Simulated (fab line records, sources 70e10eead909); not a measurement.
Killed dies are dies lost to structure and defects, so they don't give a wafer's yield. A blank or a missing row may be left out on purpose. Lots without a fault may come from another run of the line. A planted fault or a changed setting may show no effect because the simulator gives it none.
fab line records | flow nand_harc
record lots=14 wafers=39 last_day=24
route steps=1159 shown A_STAIRCASE@552 END@1159
lots that met no fault: from a run of the same line without faults
start_h: hours from the record's first day to the start of the lot's first wafer shown | wait_h: hours since the lot's step before | " the same as in the row above | L1.1+2: a row that stands for several wafers | - no value, or no start given | * or withheld: withheld | < > ~ a bound
route shown NAME@n: a module of which the file shows steps, and the number in the route of the first | usual: mean/standard deviation of fault-free wafers | same: alike in all rows | chamber/n: place in a boat | sites: the reading at each site | _std_site: their standard deviation | _edge_site: outer sites' mean less inner sites' | radius_mm: how far each site lies from the wafer's centre | mask NAME#n: copy n | behind: the tool/chamber that last shaped the wafer | hold: why the lot was held/for how many hours/how that ended | device: the transistor (n, p or np) that didn't switch | end of line: the same wafers' tests at the end of the route | a step without rows: its recipe alone | killed: dies lost to structure and defects at the first sort, not the wafer's yield | map: a wafer's dies, x killed, . not, _ none there
set.NAME: the setting as run; set.NAME@STEP: as run at that earlier step | model.NAME: the simulator's own value behind a step, which no gauge read
steps of the route over a sample of lots; a table a step, a row a wafer
services: from which hour (start_h, from the record's first day; less than 0 if before it) a tool's chamber was out of use, for how many hours, and why
## steps
# step NHARC_A_STAIRCASE_TRIM_16
# recipe time_s=211.2 o2_flow_sccm=500 ar_flow_sccm=0 bias_w=0 chemistry=O2
# usual drypump_motor_current_A=5.6/0.51 oes_product_au=1.002/0.0067 rf_vpp_V=57.7/0.88 showerhead_plenum_p_Torr=3.49/0.16 throttle_valve_pct=17.037/0.0092
# columns lot.wafer tool chamber start_h wait_h drypump_motor_current_A oes_product_au rf_hours_counter_h rf_vpp_V showerhead_plenum_p_Torr throttle_valve_pct
L710.2 rie_diel-11 2 - - 4.8 1.002 18 57.6 3.70 17.036
L710.4 " 3 " " 6.0 1.006 21 58.7 3.76 17.032
L710.6 " 2 " " 4.9 1.011 - 56.4 3.70 17.030
L711.3 rie_diel-11 3 - - 6.0 1.009 25 58.0 3.76 17.035
L711.1 " 0 " " 5.1 1.007 23 57.8 3.31 17.030
L711.6 " 0 " " 5.1 0.997 - 57.5 3.31 17.037
L713.1 rie_diel-04 1 - - 6.2 0.999 49 57.1 3.41 17.034
L713.3 " 2 " " 5.7 0.994 53 58.4 3.46 17.033
L713.5 " 1 " " 6.2 0.998 - 57.8 3.41 17.035
L717.4 rie_diel-04 1 - - 6.2 1.007 54 56.6 3.40 17.030
L717.6 " 3 " " 5.3 0.997 - 58.8 3.66 17.028
L717.5 " 0 " " 5.0 1.005 - 58.5 3.33 17.042
L716.1 rie_diel-11 0 - - 5.1 0.996 30 58.0 3.30 17.031
L716.5 " 0 " " 5.1 1.007 - 56.5 3.30 17.021
L716.6 " 1 " " 6.4 1.002 - 57.3 3.36 17.044
L719.3 rie_diel-12 1 - - 5.0 1.001 25 56.1 3.36 17.059
L719.4 " 3 " " 6.0 0.996 27 57.3 3.65 17.024
L719.2 " 0 " " 5.7 1.005 26 56.6 3.52 17.030
L718.4 rie_diel-12 1 - - 5.0 0.990 25 57.5 3.36 17.035
L718.3 " 2 " " 5.8 1.000 26 57.4 3.52 17.047
L718.6 " 1 " " 5.0 0.991 - 56.2 3.36 17.022
L723.2 rie_diel-04 3 - - 5.3 1.004 8 58.2 3.65 17.035
L723.3 " 2 " " 5.7 1.000 7 56.7 3.45 17.036
L723.5 " 0 " " 5.0 1.013 - 56.8 3.32 17.035
L725.4 rie_diel-11 0 - - 5.1 1.015 50 56.2 3.29 17.033
L725.5 " 1 " " 6.4 1.011 - 57.2 3.35 17.047
L726.2 rie_diel-11 2 - - 4.8 0.997 56 56.6 3.68 17.041
L726.3 " 3 " " 5.9 1.002 54 56.3 3.74 17.056
L726.1 " 1 " " 6.4 1.009 58 56.0 3.35 17.053
L727.4 rie_diel-12 1 - - 5.0 0.989 45 57.6 3.35 17.028
L727.5 " 3 " " 5.9 1.001 - 58.5 3.65 17.026
L728.2 rie_diel-04 3 - - 5.3 1.004 22 58.1 3.64 17.041
L728.6 " 0 " " 5.0 1.009 - 58.0 3.31 17.034
L732.3 rie_diel-04 1 - - 6.2 1.010 21 58.1 3.39 17.039
L732.1 " 3 " " 5.3 1.005 26 58.1 3.64 17.054
L732.4 " 0 " " 5.0 1.003 - 56.8 3.31 17.032
L731.2 rie_diel-04 3 - - 5.3 1.004 30 58.7 3.64 17.030
L731.4 " 0 " " 5.0 0.995 29 57.7 3.31 17.030
L731.3 " 1 " " 6.2 1.010 25 59.3 3.39 17.036
# step NHARC_A_STAIRCASE_ETCH_194
# recipe target_depth_a=1000 time_s=40.5 ion_energy_ev=400 c4f8_flow_sccm=20 o2_flow_sccm=10 ar_flow_sccm=withheld rf_w=600 bias_w=1000 chemistry=C4F8/O2
# usual oes_product_au=0.946/0.016 rf_vpp_V=895/6 run_length_s=61.8/0.41
# columns lot.wafer tool chamber start_h wait_h oes_product_au rf_hours_counter_h rf_vpp_V run_length_s
L710.2 rie_diel-12 0 - - 0.951 11 894 61.6
L710.4 " 2 " " 0.940 11 896 61.3
L710.6 " 3 " " 0.932 - 901 62.1
L711.3 rie_diel-04 2 252.32 - 1.006 50 894 61.5
L711.1 " 0 " " 1.004 22 889 62.2
L711.6 " 2 " " 1.009 - 894 61.2
L713.3 rie_diel-11 0 - - 0.951 28 888 61.4
L713.1 " 2 " " 0.946 29 902 61.0
L713.5 " 0 " " 0.956 - 887 61.7
L717.4 rie_diel-11 0 - - 0.932 33 888 61.4
L717.6 " 0 " " 0.948 - 888 61.6
L717.5 " 1 " " 0.963 - 890 61.7
L716.1 rie_diel-04 2 - - 0.937 61 894 62.1
L716.5 " 3 " " 0.934 - 900 62.2
L716.6 " 0 " " 0.952 - 887 61.8
L719.4 rie_diel-11 0 - - 0.959 39 886 61.5
L719.2 " 2 " " 0.936 40 902 60.9
L719.3 " 3 " " 0.944 40 905 62.1
L718.4 rie_diel-12 1 - - 0.936 26 890 62.1
L718.3 " 2 " " 0.937 28 897 61.9
L718.6 " 1 " " 0.938 - 890 62.0
L723.2 rie_diel-12 3 - - 0.945 36 901 61.9
L723.3 " 0 " " 0.964 35 897 61.4
L723.5 " 1 " " 0.942 - 890 61.9
L725.4 rie_diel-11 1 - - 0.952 55 889 61.7
L725.5 " 0 " " 0.953 - 889 61.6
L726.3 rie_diel-12 2 - - 0.950 43 896 62.2
L726.2 " 0 " " 0.954 43 896 61.6
L726.1 " 1 " " 0.924 43 891 61.7
L727.4 rie_diel-11 2 - - 0.945 61 902 61.0
L727.5 " 3 " " 0.935 - 904 62.4
L728.2 rie_diel-11 1 - - 0.954 67 889 61.9
L728.6 " 0 " " 0.942 - 887 61.3
L732.3 rie_diel-04 0 - - 0.914 27 887 61.9
L732.1 " 1 " " 0.922 23 892 62.1
L732.4 " 2 " " 0.913 27 893 61.8
L731.4 rie_diel-11 2 - - 0.943 3 902 61.4
L731.2 " 3 " " 0.944 1 903 62.1
L731.3 " 1 " " 0.952 3 888 62.2
# step NHARC_A_STAIRCASE_ETCH_197
# recipe target_depth_a=1000 time_s=40.5 ion_energy_ev=400 c4f8_flow_sccm=20 o2_flow_sccm=10 ar_flow_sccm=withheld rf_w=600 bias_w=1000 chemistry=C4F8/O2
# usual oes_product_au=0.951/0.016 rf_vpp_V=894/5.3 run_length_s=61.8/0.42
# columns lot.wafer tool chamber start_h wait_h oes_product_au rf_hours_counter_h rf_vpp_V run_length_s
L710.2 rie_diel-04 3 242.42 - 0.956 46 901 62.0
L710.4 " 0 " " 0.959 19 888 62.1
L710.6 " 3 " " 0.957 - 901 62.1
L711.3 rie_diel-04 0 252.69 - 0.983 22 890 61.7
L711.1 " 2 " " 0.954 50 895 61.6
L711.6 " 1 " " 0.986 - 892 62.7
L713.1 rie_diel-11 0 264.46 - 0.942 28 890 61.6
L713.3 " 2 " " 0.949 29 902 61.0
L713.5 " 1 " " 0.938 - 891 61.6
L717.4 rie_diel-11 2 278.76 - 0.944 34 901 61.0
L717.5 " 3 " " 0.943 - 904 62.0
L717.6 " 0 " " 0.963 - 887 61.5
L716.1 rie_diel-12 3 278.96 - 0.975 23 899 61.8
L716.5 " 0 " " 0.949 - 896 61.9
L716.6 " 1 " " 0.948 - 891 62.2
L719.2 rie_diel-11 1 298.44 - 0.957 41 891 61.7
L719.4 " 2 " " 0.944 40 902 61.1
L719.3 " 3 " " 0.946 41 903 62.1
L718.3 rie_diel-12 2 298.99 - 0.940 28 895 61.7
L718.4 " 3 " " 0.940 29 901 61.5
L718.6 " 0 " " 0.948 - 896 61.4
L723.3 rie_diel-11 3 320.64 - 0.963 48 904 62.7
L723.2 " 1 " " 0.986 52 889 61.9
L723.5 " 3 " " 0.965 - 904 62.3
L725.4 rie_diel-11 2 329.24 - 0.928 53 902 60.9
L725.5 " 2 " " 0.935 - 901 50.5
L726.1 rie_diel-12 2 340.01 - 0.946 43 895 61.8
L726.2 " 3 " " 0.942 44 901 61.6
L726.3 " 0 " " 0.941 44 895 61.3
L727.4 rie_diel-11 1 352.85 - 0.952 65 890 61.6
L727.5 " 0 " " 0.953 - 887 50.3
L728.2 rie_diel-11 2 358.45 - 0.947 63 901 61.2
L728.6 " 0 " " 0.948 - 888 50.7
L732.4 rie_diel-04 3 373.51 - 0.935 29 900 62.5
L732.1 " 0 " " 0.931 27 888 61.7
L732.3 " 1 " " 0.936 23 889 62.3
L731.3 rie_diel-04 0 384.55 - 0.967 32 888 62.0
L731.2 " 1 " " 0.967 29 891 62.1
L731.4 " 2 " " 0.954 - 892 61.9
# step NHARC_A_STAIRCASE_STRIP_205
# recipe power_w=1500 temp_c=250 chemistry=O2
# usual drypump_motor_current_A=5.3/0.36 heater_power_w=311/15 rf_refl_power_W=19/6.6
# columns lot.wafer tool chamber start_h wait_h drypump_motor_current_A heater_power_w rf_hours_counter_h rf_refl_power_W
L710.2 plasma_asher-01 0 244.27 0.1 5.5 320 50 -
L710.4 " 1 " " 5.0 280 - -
L710.6 " 0 " " 5.6 325 - -
L711.1 plasma_asher-02 0 253.56 0.1 5.9 332 20 12
L711.3 " 1 " " 5.0 313 - 19
L711.6 " 0 " " 5.8 331 - 12
L713.1 plasma_asher-01 1 265.38 0.1 4.9 287 57 -
L713.3 " 0 " " 5.6 326 - -
L713.5 " 1 " " 4.9 290 - -
L717.4 plasma_asher-02 0 279.76 0.2 5.8 321 - 13
L717.5 " 1 " " 5.0 311 - 18
L717.6 " 0 " " 5.8 324 - 12
L716.1 plasma_asher-02 0 279.90 0.2 5.8 319 31 13
L716.5 " 0 " " 5.8 338 - 13
L716.6 " 1 " " 5.0 314 - 18
L718.4 plasma_asher-01 1 299.94 0.2 4.9 296 - 15
L718.3 " 0 " " 5.5 322 - 30
L718.6 " 0 " " 5.6 311 - 28
L719.2 plasma_asher-01 0 300.75 0.1 5.6 309 3 29
L719.4 " 1 " " 4.9 295 - 15
L719.3 " 0 " " 5.6 313 - 29
L723.2 plasma_asher-01 1 322.13 0.1 5.0 300 10 16
L723.3 " 1 " " 4.9 298 - 16
L723.5 " 0 " " 5.6 312 - 30
L725.4 plasma_asher-01 0 330.40 0.2 5.6 311 - -
L725.5 " 1 " " 4.9 299 - -
L726.2 plasma_asher-01 1 340.93 0.1 4.9 294 18 15
L726.1 " 0 " " 5.6 313 18 30
L726.3 " 1 " " 4.9 288 - 15
L727.4 plasma_asher-01 1 353.80 0.2 4.9 296 - -
L727.5 " 0 " " 5.6 316 - -
L728.2 plasma_asher-02 0 359.37 0.1 5.8 335 55 13
L728.6 " 0 " " 5.8 338 - 12
L732.1 plasma_asher-01 1 374.72 0.1 4.9 299 33 15
L732.4 " 1 " " 4.9 297 - 15
L732.3 " 0 " " 5.5 314 - 30
L731.2 plasma_asher-02 0 385.54 0.1 5.8 329 4 12
L731.4 " 0 " " 5.8 321 - 12
L731.3 " 1 " " 5.0 304 - 18
# step NHARC_END_SORT_01
# recipe temp_c=25
# usual killed_at_array=29/11 killed_at_other=0.6/0.92 killed_at_periphery=3.2/2 killed_dies=33/11 killed_open=3.2/2 killed_short=1.9/1.5
# same gross_dies=677
# columns lot.wafer tool chamber start_h wait_h killed_at_array killed_at_other killed_at_periphery killed_dies killed_open killed_short
L725.4 prober-02 0 521.84 3.4 40 0 4 44 5 3
L725.5 prober-02 0 522.63 3.7 606 0 4 610 5 4
L728.2 prober-02 0 571.37 2.8 43 2 2 47 2 0
L728.6 prober-02 0 574.57 4.0 631 2 1 634 5 1
# killed by level:class
L725.4 A_CHANNEL_HOLE_D1:chamber_film_flake=19 A_SLIT:chamber_film_flake=8 A_CONTACT:chamber_film_flake=5 A_BLC:geometric_particle:open=2 A_M0:geometric_particle:short=2 A_CHANNEL_FILL_D1:chamber_film_flake=2 P_CONTACT:geometric_particle:short=1 P_M1:geometric_particle:open=1
L725.5 A_STAIRCASE:area_etch=557 A_CHANNEL_HOLE_D1:chamber_film_flake=23 A_SLIT:chamber_film_flake=12 A_CONTACT:chamber_film_flake=3 A_CONTACT:geometric_particle:short=2 A_BLC:geometric_particle:open=2 P_STI:chamber_film_flake=2 A_STAIRCASE:chamber_film_flake=2
L728.2 A_CHANNEL_HOLE_D1:chamber_film_flake=18 A_SLIT:chamber_film_flake=15 A_STAIRCASE:chamber_film_flake=6 A_CONTACT:chamber_film_flake=3 THIN_TSV:chamber_film_flake=2 P_CONTACT:geometric_particle:open=1 A_BLC:geometric_particle:open=1 P_M1:chamber_film_flake=1
L728.6 A_STAIRCASE:area_etch=579 A_CHANNEL_HOLE_D1:chamber_film_flake=22 A_SLIT:chamber_film_flake=15 A_CONTACT:chamber_film_flake=5 A_STAIRCASE:chamber_film_flake=4 A_CHANNEL_FILL_D1:geometric_particle:open=2 THIN_TSV:chamber_film_flake=2 A_SOURCE_PLATE:geometric_particle:short=1
## services
# columns tool chamber start_h hours kind
rie_diel-11 2 216.06 3.2 repair
rie_diel-04 - 222.71 1.2 repair
rie_diel-11 0 223.32 - clean
rie_diel-11 1 223.32 - clean
rie_diel-11 2 223.32 - clean
rie_diel-11 3 223.32 - clean
rie_diel-11 0 247.86 - clean
rie_diel-11 1 247.86 - clean
rie_diel-11 2 247.86 - clean
rie_diel-11 3 247.86 - clean
rie_diel-11 0 272.36 - clean
rie_diel-11 1 272.36 - clean
rie_diel-11 2 272.36 - clean
rie_diel-11 3 272.36 - clean
plasma_asher-01 - 276.03 9.0 pm
rie_diel-04 - 288.90 9.0 pm
rie_diel-11 0 296.86 - clean
plasma_asher-01 - 299.16 0.6 repair
plasma_asher-02 - 360.61 9.0 pm
rie_diel-04 2 362.65 7.9 repair
rie_diel-11 2 363.14 3.9 repair
rie_diel-11 - 366.82 9.0 pm
rie_diel-12 - 379.69 9.0 pm
rie_diel-04 3 381.53 3.7 repair
## key
first_sign step=NHARC_A_STAIRCASE_ETCH_197 reading=run_length_s direction=down sigmas=27 usual=* struck=*
effect step=NHARC_END_SORT_01 reading=killed_at_array direction=up sigmas=55 usual=29 struck=618
more_kills_born_at NHARC_A_STAIRCASE_ETCH_197@rie_diel-11=1136
met_at NHARC_A_STAIRCASE_ETCH_197
struck_lots L725,L727,L728
struck_wafers L725.5,L727.5,L728.6
later_rows_left_out L725.5,L727.5,L728.6
sort_left_out L727.5
tester_left_out L725,L727,L728
not_acting_at NHARC_A_STAIRCASE_TRIM_16,NHARC_A_STAIRCASE_ETCH_194,NHARC_A_STAIRCASE_STRIP_205
onset_between 320.64 329.24
fault kind=process_parameter_drift tool=rie_diel-11 chamber=- onset_h=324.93 steps=NHARC_A_STAIRCASE_ETCH_197 channel=time_s offset=* shape=step end_h=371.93 scope=struck_wafers_only acts_in=* stated=*
# tester_left_out: of these lots the tester's yield and bins aren't shown, on N5 and GAA mostly nor the transistor test; their killed dies are dies lost to structure and defects alone, not to doping, threshold or leakage, so they don't give the yield
# sort_left_out: the simulated sort isn't trusted on such a fault, so these wafers' sort isn't shown, and their yield isn't known
# later_rows_left_out: the simulator's readings of these wafers behind a module that went badly wrong aren't trusted and aren't shown, but for the sort
